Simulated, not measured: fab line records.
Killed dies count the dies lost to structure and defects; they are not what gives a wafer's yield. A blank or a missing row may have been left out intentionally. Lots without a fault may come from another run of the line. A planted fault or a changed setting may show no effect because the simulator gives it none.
Split-lot experiment ; flow n5 finfet ; 39 wafers read across 7 lots, on a route 1938 steps long

THE SPLIT
At N5_FIN_CUT_CUT_ETCH_15 (etches Si in HBr/Cl2/O2, target depth 100 nm, bt time 10 s, time 42.4 s), the setting time s was moved away from the recipe's 42.4 s on 15 of the 39 wafers read, by -7.4% to +21.0%. This setting was run at the recipe's value on the other wafers.

The reading comes from the split's own step.

THE READING
SOC_of_FIN_CUT_COAT_18.thk nm (the simulator's own value, which no gauge read), in nm, at N5_FIN_CUT_CUT_ETCH_15 (etches Si in HBr/Cl2/O2, target depth 100 nm, bt time 10 s, time 42.4 s). The file does not state a usual value for it. Across the 24 wafers here that went through the recipe, the average is 170.9 nm and the standard deviation 0.72 nm.

wafer;tool, chamber at the split;time s as run, s;against the recipe;SOC_of_FIN_CUT_COAT_18.thk nm, nm;against lot-mates on the recipe
L075.1;rie si-06, 0;42.4;recipe;170.4;-
L075.2;rie si-06, 2;39.42;-7.0%;173.8;+2.7
L075.3;rie si-06, 1;42.4;recipe;171.8;-
L075.4;rie si-06, 3;39.42;-7.0%;173;+1.9
L075.5;rie si-06, 1;39.42;-7.0%;172.8;+1.7
L075.6;rie si-06, 2;42.4;recipe;171.2;-
L076.1;rie si-05, 0;46.43;+9.5%;167.8;-3.8
L076.2;rie si-05, 1;42.4;recipe;172;-
L076.3;rie si-05, 3;42.4;recipe;171.6;-
L076.4;rie si-05, 2;42.4;recipe;171.2;-
L076.5;rie si-05, 0;46.43;+9.5%;167;-4.6
L076.6;rie si-05, 3;46.43;+9.5%;168.2;-3.4
L084.1;rie si-02, 3;42.4;recipe;170.8;-
L084.2;rie si-02, 0;42.4;recipe;171.4;-
L084.3;rie si-02, 1;42.4;recipe;170.2;-
L084.4;rie si-02, 2;42.4;recipe;170.4;-
L084.5;rie si-02, 0;42.4;recipe;170.2;-
L084.6;rie si-02, 3;42.4;recipe;170.8;-
L087.1;rie si-02, 2;51.15;+20.6%;162.6;-7.9
L087.2;rie si-02, 0;51.15;+20.6%;163;-7.5
L087.3;rie si-02, 1;42.4;recipe;170;-
L087.4;rie si-02, 3;42.4;recipe;171;-
L087.5;rie si-02, 3;42.4;recipe;170.6;-
L087.6;rie si-02, 0;51.15;+20.6%;161.6;-8.9
L088.2;rie si-05, 0;42.4;recipe;170;-
L088.3;rie si-05, 3;42.4;recipe;172.2;-
L088.5;rie si-05, 2;42.4;recipe;170;-
L091.1;rie si-06, 3;42.4;recipe;170.4;-
L091.2;rie si-06, 2;42.4;recipe;170.2;-
L091.3;rie si-06, 1;42.4;recipe;171;-
L091.4;rie si-06, 0;39.26;-7.4%;173.2;+2.7
L091.5;rie si-06, 2;39.26;-7.4%;173.4;+2.9
L091.6;rie si-06, 3;39.26;-7.4%;172.8;+2.3
L094.1;rie si-06, 0;51.31;+21.0%;163.4;-8.0
L094.2;rie si-06, 2;51.31;+21.0%;164;-7.4
L094.3;rie si-06, 1;42.4;recipe;172.2;-
L094.4;rie si-06, 3;42.4;recipe;170.2;-
L094.5;rie si-06, 1;42.4;recipe;171.8;-
L094.6;rie si-06, 0;51.31;+21.0%;162.6;-8.8

FIT RESULTS
A straight line over all 39 wafers: SOC_of_FIN_CUT_COAT_18.thk nm changes by -0.372 nm for each +1% of time s; r = -0.98; the points scatter about the line by 0.72 nm.
The same after taking each lot's own level away (the mean of its wafers on the recipe; 39 wafers): -0.381 nm for each +1%; r = -0.98; scatter 0.6 nm.
Per that fit: largest time s move, reading shift of 8 nm.
Across the lots, their own levels run from 170.53 to 171.60 nm, a range of 1.5 times the standard deviation given above.
Hence the lot-to-lot level has little effect on the slope; both slopes agree.
Check: with one of the wafers moved furthest among these (+21.0%) left out of the fit, the line predicts -8.13 nm for it against its lot-mates. Against them it came out at -8 nm.

THE WHOLE CHAIN: every reading that the file lists as answering this split, in the file's order
step;what it does;reading;change (the file's fit);r (the file's)
N5_FIN_CUT_CUT_ETCH_15;etches Si in HBr/Cl2/O2, target depth 100 nm, bt time 10 s, time 42.4 s;etch.depth nm (the simulator's own value, which no gauge read);+1.04 nm for each +1% of the setting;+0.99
N5_FIN_CUT_CUT_ETCH_15;etches Si in HBr/Cl2/O2, target depth 100 nm, bt time 10 s, time 42.4 s;FIN_CUT.feature depth nm (the simulator's own value, which no gauge read);+1.04 nm for each +1% of the setting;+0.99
N5_FIN_CUT_CUT_ETCH_15;etches Si in HBr/Cl2/O2, target depth 100 nm, bt time 10 s, time 42.4 s;SOC_of_FIN_CUT_COAT_18.thk nm (the simulator's own value, which no gauge read);-0.385 nm for each +1% of the setting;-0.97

THE FILE'S OWN FIT
SOC_of_FIN_CUT_COAT_18.thk nm changes by -0.385 nm for each +1% of time s, r = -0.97.
